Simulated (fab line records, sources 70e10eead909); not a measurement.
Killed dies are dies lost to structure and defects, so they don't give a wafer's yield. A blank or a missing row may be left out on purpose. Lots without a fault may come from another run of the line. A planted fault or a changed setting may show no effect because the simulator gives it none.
Which tool did it? | flow nand_harc | 14 lots, 42 wafers sampled, at 2 steps of a route of 1159

WHAT THE GAUGES READ, wafer by wafer
NHARC_A_BONDPAD_OVL_MEAS_35. Usual: overlay_x_nm 0 nm, standard deviation 5.9; overlay_y_nm 1 nm, standard deviation 5.
lot  | measured     | on         | overlay_x_nm (nm) | overlay_y_nm (nm) | flag
L324 | day 18 05:16 | overlay-01 | 1 1 2             | 0 0 0             |
L321 | day 18 09:56 | overlay-02 | -7 -7 -7          | 4 4 4             |
L326 | day 18 10:55 | overlay-02 | 4 3 4             | -3 -4 -4          |
L325 | day 18 11:47 | overlay-01 | 0 0 0             | -6 -6 -6          |
L331 | day 20 02:44 | overlay-01 | -2 -2 -2          | -1 -1 -1          |
L329 | day 20 04:50 | overlay-02 | -5 -5 -5          | 1 2 1             |
L330 | day 20 13:26 | overlay-01 | 0 0 -1            | -1 -1 -1          |
L336 | day 21 00:10 | overlay-02 | 6 6 6             | 1 1 1             |
L334 | day 21 05:47 | overlay-02 | -8 -8 -7          | -6 -6 -6          |
L335 | day 21 20:05 | overlay-01 | 5 4 4             | 9 10 9            |
L337 | day 21 22:19 | overlay-02 | 2 2 2             | 4 5 4             |
L339 | day 23 02:10 | overlay-01 | -11 -12 -11       | 8 8 8             |
L340 | day 23 10:04 | overlay-01 | -1 -1 -2          | 1 1 0             |
L343 | day 23 17:46 | overlay-02 | -11 -10 -10       | -4 -4 -4          |

WHICH TOOL RAN EACH LOT (tool, then ch and the chambers of the sampled wafers, then the start)
lot  | NHARC_A_M1_DEP_33
L324 | pecvd-03 ch 1,2, day 18 03:19
L321 | pecvd-03 ch 0,1,2, day 18 08:00
L326 | pecvd-01 ch 0,1,2, day 18 09:08
L325 | pecvd-03 ch 0,1, day 18 10:06
L331 | pecvd-02 ch 0,2, day 20 00:52
L329 | pecvd-02 ch 0,1, day 20 03:00
L330 | pecvd-03 ch 0,1, day 20 11:40
L336 | pecvd-01 ch 0,2, day 20 21:50
L334 | pecvd-02 ch 0,2, day 21 03:50
L335 | pecvd-02 ch 1,2, day 21 18:16
L337 | pecvd-03 ch 1,2, day 21 20:07
L339 | pecvd-01 ch 0,2, day 23 00:13
L340 | pecvd-03 ch 0,1,2, day 23 08:02
L343 | pecvd-03 ch 0,1,2, day 23 16:01
- NHARC_A_M1_DEP_33: deposits SiCN, target thk 30 nm.

WHAT THE TOOLS THEMSELVES READ (means of the sampled wafers that have a number; where no wafer has one, the mark that the record gives instead)
NHARC_A_M1_DEP_33. Usual: heater_power_outer_w 309 W, standard deviation 40; heater_power_w 565 W, standard deviation 55.
lot  | tool     | heater_power_outer_w (W) | heater_power_w (W) | flag
L324 | pecvd-03 | 309                      | 552                |
L321 | pecvd-03 | 314                      | 588                |
L326 | pecvd-01 | 304                      | 550                |
L325 | pecvd-03 | 303                      | 589                |
L331 | pecvd-02 | 275                      | 504                |
L329 | pecvd-02 | 283                      | 501                |
L330 | pecvd-03 | 299                      | 582                |
L336 | pecvd-01 | 391                      | 656                |
L334 | pecvd-02 | 277                      | 505                |
L335 | pecvd-02 | 346                      | 599                |
L337 | pecvd-03 | 340                      | 607                |
L339 | pecvd-01 | 343                      | 603                |
L340 | pecvd-03 | 316                      | 592                |
L343 | pecvd-03 | 312                      | 593                |

THE ANSWER, worked out from the rows above alone
Rule: a lot is off if the mean of its wafers that have a number lies more than 3 standard deviations from the usual mean. A lot without any number at a reading at which 4 lots or more have one is off too. The other lots that the step has rows for count as sound. The gauges are gone through in route order, then the tools' own readings, and for those a lot's mean is taken as printed above. The first step at which some lot is off is used, and at that step the reading that is off furthest; a lot without a number counts as furthest.
No lot is off at any reading shown: from this, nothing can be told.

WHAT THE SIMULATOR HAD PUT IN
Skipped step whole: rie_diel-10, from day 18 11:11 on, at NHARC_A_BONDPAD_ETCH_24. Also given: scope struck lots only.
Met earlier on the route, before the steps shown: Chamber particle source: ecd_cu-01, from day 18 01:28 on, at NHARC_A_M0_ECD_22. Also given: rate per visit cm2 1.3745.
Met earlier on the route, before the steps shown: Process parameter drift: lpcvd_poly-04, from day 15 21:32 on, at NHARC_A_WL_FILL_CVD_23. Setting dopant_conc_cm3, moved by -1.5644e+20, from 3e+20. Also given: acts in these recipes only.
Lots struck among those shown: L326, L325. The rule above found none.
